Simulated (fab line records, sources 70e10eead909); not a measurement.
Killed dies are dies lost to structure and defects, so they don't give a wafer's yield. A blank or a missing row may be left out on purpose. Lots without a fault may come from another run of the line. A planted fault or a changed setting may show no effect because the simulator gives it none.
A struck lot beside a sound one | flow nand_harc | 15 steps out of a route of 1159
Sound: wafers L195.3, L195.5, L195.6. Struck: wafers L202.1, L202.3. The cause comes at the end.
At each step with rows: each side's tool, then ch and its chambers, then its first start. Under that, the readings that differ: sound wafers | struck wafers | difference of the means | sigmas: that difference in standard deviations of wafers without a fault.
alike: readings whose means differ by less than 2 such deviations, and words and numbers that are the same on both sides. not compared: withheld readings, readings that some wafer has no value for, bounds like >300 that may hide the same value, and numbers for which the record gives no deviation and whose values overlap.
The two part at a step that has a row with sigmas, a row that says differs or no value, or rows on one side only. Numbers that don't overlap but have no deviation are shown without sigmas and don't part them. A reading that every wafer of one side lacks parts them only if that side has two wafers or more.

first, 7 steps without rows for these wafers: NHARC_A_CHANNEL_HOLE_D1_COAT_37 (time 65 s); NHARC_A_CHANNEL_HOLE_D1_COAT_04 (resist thk 90 nm); NHARC_A_CHANNEL_HOLE_D1_SOFTBAKE_05 (time 55 s); NHARC_A_CHANNEL_HOLE_D1_EBR_06; NHARC_A_CHANNEL_HOLE_D1_EXPOSE_07 (exposes mask HOLE D1, target cd 100 nm); NHARC_A_CHANNEL_HOLE_D1_PEB_08 (peb time 65 s); NHARC_A_CHANNEL_HOLE_D1_DEVELOP_09 (develop time 35 s).
NHARC_A_CHANNEL_HOLE_D1_CD_MEAS_10: target cd 100 nm.
  sound on cd_sem-02 ch 0, day 8 14:39; struck on cd_sem-03 ch 0, day 10 09:14
  alike: cd_nm
NHARC_A_CHANNEL_HOLE_D1_OVL_MEAS_11:
  sound on overlay-01, day 8 14:44; struck on overlay-02, day 10 09:19
  alike: overlay_x_nm, overlay_y_nm
NHARC_A_CHANNEL_HOLE_D1_INSPECT_12:
  sound on defect_inspect-01, day 8 14:46; struck on defect_inspect-01, day 10 09:21
  reading          | sound   | struck | difference | sigmas
  raw_defect_count | 13 11 5 | 5 1    | -7         | -2
NHARC_A_CHANNEL_HOLE_D1_DESCUM_15: chemistry O2, time 3 s.
  sound on rie_diel-03 ch 0,3, day 8 14:50; struck on rie_diel-08 ch 1,3, day 10 09:25
  alike: drypump_motor_current_A, oes_product_au, rf_vpp_V, showerhead_plenum_p_Torr, throttle_valve_pct
  not compared: rf_hours_counter_h
NHARC_A_CHANNEL_HOLE_D1_ETCH_38: etches the open film in CF4, target depth 39 nm, time 65 s.
  sound on rie_diel-03 ch 2,3, day 8 14:55; struck on rie_diel-08 ch 2,3, day 10 09:30
  reading               | sound             | struck      | difference | sigmas
  oes_product_au (a.u.) | 0.989 0.992 0.993 | 1.015 1.011 | +0.022     | +2
  alike: drypump_motor_current_A, rf_vpp_V, run_length_s, showerhead_plenum_p_Torr, throttle_valve_pct
  not compared: rf_hours_counter_h
NHARC_A_CHANNEL_HOLE_D1_ETCH_39: etches the open film in N2/H2, target depth 260 nm, time 325 s.
  sound on rie_diel-03 ch 1,2, day 8 15:01; struck on rie_diel-08 ch 0,3, day 10 09:35
  reading          | sound             | struck      | difference | sigmas
  run_length_s (s) | 345.3 345.7 345.6 | 274.0 273.2 | -71.9      | -99 or more
  alike: drypump_motor_current_A, oes_product_au, rf_vpp_V, showerhead_plenum_p_Torr, throttle_valve_pct
  not compared: rf_hours_counter_h
NHARC_A_CHANNEL_HOLE_D1_ETCH_34: etches the open film in CF4/CHF3, target depth 154 nm, time 77 s.
  sound on rie_diel-03 ch 2,3; struck on rie_diel-08 ch 0,2
  alike: drypump_motor_current_A, oes_product_au, rf_vpp_V, run_length_s, showerhead_plenum_p_Torr, throttle_valve_pct
  not compared: rf_hours_counter_h
then, 1 step without rows for these wafers: NHARC_END_SORT_01.

WHERE THEY PART
First at NHARC_A_CHANNEL_HOLE_D1_INSPECT_12; last, within this record, at NHARC_A_CHANNEL_HOLE_D1_ETCH_39. Later steps at which nothing parts them and some readings are alike: NHARC_A_CHANNEL_HOLE_D1_ETCH_34.

WHY: what the simulator had put in
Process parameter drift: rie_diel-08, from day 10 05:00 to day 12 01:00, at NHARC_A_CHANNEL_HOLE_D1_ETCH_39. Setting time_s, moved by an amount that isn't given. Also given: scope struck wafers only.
